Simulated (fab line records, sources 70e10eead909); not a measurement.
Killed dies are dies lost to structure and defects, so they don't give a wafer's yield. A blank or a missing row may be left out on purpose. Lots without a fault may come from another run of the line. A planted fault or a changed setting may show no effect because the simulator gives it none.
Which tool did it? | flow nand_harc | 12 lots, 36 wafers sampled, at 4 steps of a route of 1159

WHAT THE GAUGES READ, wafer by wafer
NHARC_P_M2_OVL_MEAS_10: pitch 340 nm.
lot  | measured     | on         | overlay_x_nm (nm)
L075 | day 6 14:51  | overlay-01 | -1.1 -1.1 -0.8
L078 | day 7 04:10  | overlay-02 | 0.6 0.9 1.0
L079 | day 7 14:04  | overlay-02 | 0.2 -0.5 0.3
L081 | day 8 00:14  | overlay-01 | -1.0 -0.2 0.0
L084 | day 8 14:16  | overlay-01 | 1.0 1.3 1.9
L085 | day 8 21:28  | overlay-02 | -0.2 -0.2 -0.6
L087 | day 9 10:16  | overlay-01 | -0.1 -0.4 0.0
L089 | day 10 04:14 | overlay-01 | -0.3 0.4 -0.6
L091 | day 10 12:47 | overlay-02 | -0.9 -0.4 -0.4
L093 | day 11 03:36 | overlay-01 | -0.6 -0.7 -0.8
L095 | day 11 10:37 | overlay-02 | 1.9 1.9 2.4
L097 | day 11 14:44 | overlay-02 | 1.3 1.0 1.2

WHICH TOOL RAN EACH LOT (tool, then ch and the chambers of the sampled wafers, then the start)
lot  | NHARC_P_GATE_ETCH_32             | NHARC_P_GATE_DESCUM_48             | NHARC_P_M0_ETCH_15
L075 | rie_si-02 ch 2,3, day 5 00:56    | rie_diel-13 ch 0,1,2, day 5 14:24  | rie_diel-03 ch 0,3, day 6 14:51 or earlier
L078 | rie_si-06 ch 2,3, day 5 19:40    | rie_diel-11 ch 0,2,3, day 6 07:13  | rie_diel-03 ch 1,3, day 7 04:10 or earlier
L079 | rie_si-06 ch 0,2,3, day 6 01:38  | rie_diel-13 ch 2,3, day 6 12:56    | rie_diel-05 ch 0,2,3, day 7 14:04 or earlier
L081 | rie_si-06 ch 2,3, day 6 13:41    | rie_diel-13 ch 1,3, day 7 01:13    | rie_diel-03 ch 2,3, day 8 00:14 or earlier
L084 | rie_si-03 ch 0,1,2, day 7 06:25  | rie_diel-13 ch 0,1,3, day 7 17:56  | rie_diel-08 ch 0,2,3, day 8 14:16 or earlier
L085 | rie_si-06 ch 0,2, day 7 07:16    | rie_diel-09 ch 0,2,3, day 8 00:53  | rie_diel-03 ch 0,2, day 8 21:28 or earlier
L087 | rie_si-03 ch 0,1,2, day 7 23:50  | rie_diel-13 ch 0,1,3, day 8 11:21  | rie_diel-03 ch 0,2,3, day 9 10:16 or earlier
L089 | rie_si-03 ch 2,3, day 8 14:23    | rie_diel-13 ch 2,3, day 9 01:50    | rie_diel-03 ch 1,2, day 10 04:14 or earlier
L091 | rie_si-03 ch 0,1,2, day 9 02:07  | rie_diel-11 ch 0,1,3, day 9 13:43  | rie_diel-05 ch 0,1,3, day 10 12:47 or earlier
L093 | rie_si-03 ch 0,2,3, day 9 14:53  | rie_diel-13 ch 1,2, day 10 02:17   | rie_diel-05 ch 0,1,3, day 11 03:36 or earlier
L095 | rie_si-06 ch 0,1,3, day 10 02:02 | rie_diel-11 ch 1,2, day 10 13:28   | rie_diel-08 ch 0,3, day 11 10:37 or earlier
L097 | rie_si-03 ch 0,1,2, day 10 05:52 | rie_diel-09 ch 1,2,3, day 10 17:30 | rie_diel-08 ch 0,1,3, day 11 14:44 or earlier
- NHARC_P_GATE_ETCH_32: etches the open film in HBr/Cl2, target depth 150 nm, time 100.1 s.
- NHARC_P_GATE_DESCUM_48: chemistry O2, time 3 s.
- NHARC_P_M0_ETCH_15: etches the open film in C4F8/Ar, target depth 150 nm, overetch 15 nm, time 82.5 s.

THE ANSWER, worked out from the rows above alone
Rule: what is usual is taken from the lots themselves. Put in order of their means at a reading, lots are off if they are a third of the lots or fewer, leave a main group of 4 or more, and stand apart from it by a gap of 3 or more times the standard deviation of the main group's means; of several such gaps the widest counts. A main group whose means are all the same, to the digits that the tables above print for the reading, isn't used. A lot without any number at a reading at which 4 lots or more have one is off too. The other lots that the step has rows for count as sound.
No lot is off at any reading shown: from this, nothing can be told.

WHAT THE SIMULATOR HAD PUT IN
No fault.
